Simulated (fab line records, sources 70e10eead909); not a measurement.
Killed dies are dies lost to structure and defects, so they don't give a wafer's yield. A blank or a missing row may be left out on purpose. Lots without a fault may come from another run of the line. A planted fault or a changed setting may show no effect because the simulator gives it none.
Which tool did it? | flow nand_harc | 13 lots, 39 wafers sampled, at 7 steps of a route of 1302

WHAT THE GAUGES READ, wafer by wafer
NHARC_P_STI_CD_MEAS_09: target cd 200 nm.
lot  | measured     | on        | cd_nm (nm)
L659 | day 2 21:01  | cd_sem-01 | 200.0 198.3 197.8
L661 | day 3 16:30  | cd_sem-03 | 201.5 199.1 198.9
L664 | day 4 20:34  | cd_sem-03 | 201.3 198.9 198.6
L666 | day 5 18:05  | cd_sem-03 | 198.1 199.0 199.5
L668 | day 6 13:58  | cd_sem-01 | 199.2 201.2 194.2
L674 | day 9 01:55  | cd_sem-02 | 197.0 196.8 197.6
L675 | day 9 10:43  | cd_sem-02 | 203.1 200.2 200.7
L676 | day 9 20:46  | cd_sem-02 | 197.5 196.9 199.1
L677 | day 10 08:48 | cd_sem-01 | 201.2 198.6 198.0
L678 | day 10 18:50 | cd_sem-02 | 197.6 201.3 199.0
L679 | day 11 05:20 | cd_sem-03 | 198.6 197.9 201.0
L680 | day 11 16:03 | cd_sem-03 | 199.8 199.9 198.7
L681 | day 11 23:13 | cd_sem-03 | 197.3 201.2 198.1

NHARC_P_STI_INSPECT_25.
lot  | measured     | on                | raw_defect_count
L659 | day 4 06:04  | defect_inspect-01 | 701 292 512
L661 | day 4 17:57  | defect_inspect-01 | 312 384 472
L664 | day 5 23:22  | defect_inspect-01 | 252 229 144
L666 | day 6 17:02  | defect_inspect-01 | 151 230 134
L668 | day 7 17:15  | defect_inspect-01 | 187 215 114
L674 | day 10 02:44 | defect_inspect-02 | 111 92 146
L675 | day 10 15:18 | defect_inspect-02 | 79 245 173
L676 | day 11 01:32 | defect_inspect-01 | 208 295 186
L677 | day 11 15:34 | defect_inspect-02 | 199 235 232
L678 | day 11 20:18 | defect_inspect-02 | 277 183 247
L679 | day 12 07:55 | defect_inspect-01 | 359 205 365
L680 | day 12 17:35 | defect_inspect-01 | 203 250 202
L681 | day 13 01:28 | defect_inspect-02 | 207 204 237

NHARC_P_GATE_CD_MEAS_33.
lot  | measured     | on        | cd_nm (nm)
L659 | day 5 08:35  | cd_sem-01 | 123.0 122.0 119.3
L661 | day 5 19:22  | cd_sem-01 | 120.7 122.3 124.0
L664 | day 6 23:15  | cd_sem-01 | 124.5 124.7 121.4
L666 | day 7 17:26  | cd_sem-03 | 123.3 124.1 121.8
L668 | day 8 18:49  | cd_sem-01 | 120.4 124.3 124.8
L674 | day 11 04:15 | cd_sem-01 | - - -
L675 | day 11 18:59 | cd_sem-02 | - - -
L676 | day 12 02:49 | cd_sem-02 | - - -
L677 | day 12 15:46 | cd_sem-03 | 124.1 117.9 121.0
L678 | day 12 19:31 | cd_sem-02 | 121.1 118.0 123.3
L679 | day 13 10:22 | cd_sem-03 | 124.1 120.4 119.3
L680 | day 13 20:37 | cd_sem-02 | 120.6 122.3 119.5
L681 | day 14 00:43 | cd_sem-03 | 120.0 119.8 120.3

NHARC_P_GATE_INSPECT_68.
lot  | measured     | on                | raw_defect_count
L659 | day 6 02:01  | defect_inspect-02 | 648 247 500
L661 | day 6 12:54  | defect_inspect-01 | 319 348 294
L664 | day 7 18:48  | defect_inspect-01 | 243 211 139
L666 | day 8 11:49  | defect_inspect-02 | 150 210 111
L668 | day 9 12:23  | defect_inspect-02 | 187 237 111
L674 | day 11 22:52 | defect_inspect-01 | 3440 3420 3484
L675 | day 12 12:31 | defect_inspect-01 | 3386 3494 3577
L676 | day 12 22:25 | defect_inspect-01 | 3514 3638 3518
L677 | day 13 09:04 | defect_inspect-01 | 169 219 208
L678 | day 13 13:19 | defect_inspect-01 | 284 169 215
L679 | day 14 03:39 | defect_inspect-02 | 423 231 385
L680 | day 14 13:55 | defect_inspect-01 | 150 214 174
L681 | day 14 18:02 | defect_inspect-01 | 191 181 220

NHARC_END_SORT_01.
lot  | measured     | on        | killed_at_array | killed_at_other | killed_at_periphery | killed_dies | killed_open | killed_short
L674 | day 30 00:08 | prober-02 | 6 3 10          | 0 0 0           | 671 674 667         | 677 677 677 | 0 0 1       | 0 0 0
L675 | day 30 18:16 | prober-01 | 10 10 15        | 0 0 0           | 667 667 662         | 677 677 677 | 0 0 1       | 0 0 1
L676 | day 31 21:07 | prober-01 | 9 8 10          | 0 0 0           | 668 669 667         | 677 677 677 | 0 0 1       | 0 0 1
L677 | day 32 04:08 | prober-01 | 93 83 95        | 0 0 0           | 1 0 1               | 94 83 96    | 3 1 3       | 3 0 4

WHICH TOOL RAN EACH LOT (tool, then ch and the chambers of the sampled wafers, then the start)
lot  | NHARC_P_STI_CMP_21            | NHARC_P_GATE_HM_DEP_102
L659 | cmp-04 ch 0,1,2, day 3 19:57  | acl_dep-01 ch 0, day 5 06:13
L661 | cmp-01 ch 1,2,3, day 4 10:03  | acl_dep-02 ch 0, day 5 17:01
L664 | cmp-03 ch 0,2, day 5 15:09    | acl_dep-01 ch 0, day 6 20:55
L666 | cmp-04 ch 1,2,3, day 6 11:53  | acl_dep-02 ch 0, day 7 15:08
L668 | cmp-04 ch 0,2, day 7 09:32    | acl_dep-03 ch 0, day 8 16:29
L674 | cmp-03 ch 0,1,3, day 9 19:35  | acl_dep-01, day 11 01:59
L675 | cmp-04 ch 0,2,3, day 10 06:08 | acl_dep-01, day 11 16:46
L676 | cmp-03 ch 1,2, day 10 17:02   | acl_dep-02, day 12 00:43
L677 | cmp-01 ch 0,3, day 11 06:04   | acl_dep-03 ch 0, day 12 13:27
L678 | cmp-03 ch 1,2,3, day 11 12:21 | acl_dep-02 ch 0, day 12 17:18
L679 | cmp-04 ch 2,3, day 11 23:26   | acl_dep-02 ch 0, day 13 08:03
L680 | cmp-03 ch 2,3, day 12 09:38   | acl_dep-01 ch 0, day 13 18:16
L681 | cmp-04 ch 0,1,2, day 12 17:28 | acl_dep-02 ch 0, day 13 22:30
- NHARC_P_STI_CMP_21: polishes, t overpolish 20 s, target thk 380.67 nm.
- NHARC_P_GATE_HM_DEP_102: deposits aC, target thk 120 nm.

WHAT THE TOOLS THEMSELVES READ (means of the sampled wafers that have a number; where no wafer has one, the mark that the record gives instead)
NHARC_P_STI_CMP_21.
lot  | tool   | motor_current_A (A) | overpolish_run_s (s) | slurry_filter_dp_kPa (kPa)
L659 | cmp-04 | 11.6                | 19.995               | 13.48
L661 | cmp-01 | 11.3                | 19.995               | 13.50
L664 | cmp-03 | 12.7                | 19.996               | 13.45
L666 | cmp-04 | 12.2                | 20.003               | 13.39
L668 | cmp-04 | 12.4                | 20.001               | 13.48
L674 | cmp-03 | 12.4                | 20.003               | 13.43
L675 | cmp-04 | 12.2                | 19.999               | 13.41
L676 | cmp-03 | 11.2                | 19.997               | 13.52
L677 | cmp-01 | 11.5                | 19.999               | 13.46
L678 | cmp-03 | 11.4                | 19.993               | 13.48
L679 | cmp-04 | 13.4                | 19.995               | 13.53
L680 | cmp-03 | 12.5                | 20.001               | 13.58
L681 | cmp-04 | 11.6                | 20.002               | 13.58

NHARC_P_GATE_HM_DEP_102.
lot  | tool       | susceptor_temp_C (C) | throttle_valve_pct (%)
L659 | acl_dep-01 | 400.12               | 34.997
L661 | acl_dep-02 | 399.95               | 34.999
L664 | acl_dep-01 | 399.98               | 34.999
L666 | acl_dep-02 | -                    | 35.005
L668 | acl_dep-03 | 399.84               | 35.007
L674 | acl_dep-01 | -                    | -
L675 | acl_dep-01 | -                    | -
L676 | acl_dep-02 | -                    | -
L677 | acl_dep-03 | 399.88               | 35.004
L678 | acl_dep-02 | -                    | 35.003
L679 | acl_dep-02 | -                    | 34.995
L680 | acl_dep-01 | 400.11               | 34.993
L681 | acl_dep-02 | 399.91               | 35.017

THE ANSWER, worked out from the rows above alone
Rule: what is usual is taken from the lots themselves. Put in order of their means at a reading, lots are off if they are a third of the lots or fewer, leave a main group of 4 or more, and stand apart from it by a gap of 3 or more times the standard deviation of the main group's means; of several such gaps the widest counts. A main group whose means are all the same, to the digits that the tables above print for the reading, isn't used. A lot without any number at a reading at which 4 lots or more have one is off too. The other lots that the step has rows for count as sound. The gauges are gone through in route order, then the tools' own readings, and for those a lot's mean is taken as printed above. The first step at which some lot is off is used, and at that step the reading that is off furthest; a lot without a number counts as furthest.
Off: L674, L675, L676, at NHARC_P_GATE_CD_MEAS_33 (cd_nm). Without a number there: L674, L675, L676. The main group: mean 121.7 nm, standard deviation 1.1.
A tool fits if, at a process step before that reading, it ran every lot that is off, and no sound lot after the first of them. The gauges at NHARC_P_GATE_CD_MEAS_33 aren't tried: what is off there is off at NHARC_P_GATE_INSPECT_68 too, on other tools, and a gauge's error can't cause that. None of those tried fits.

WHAT THE SIMULATOR HAD PUT IN
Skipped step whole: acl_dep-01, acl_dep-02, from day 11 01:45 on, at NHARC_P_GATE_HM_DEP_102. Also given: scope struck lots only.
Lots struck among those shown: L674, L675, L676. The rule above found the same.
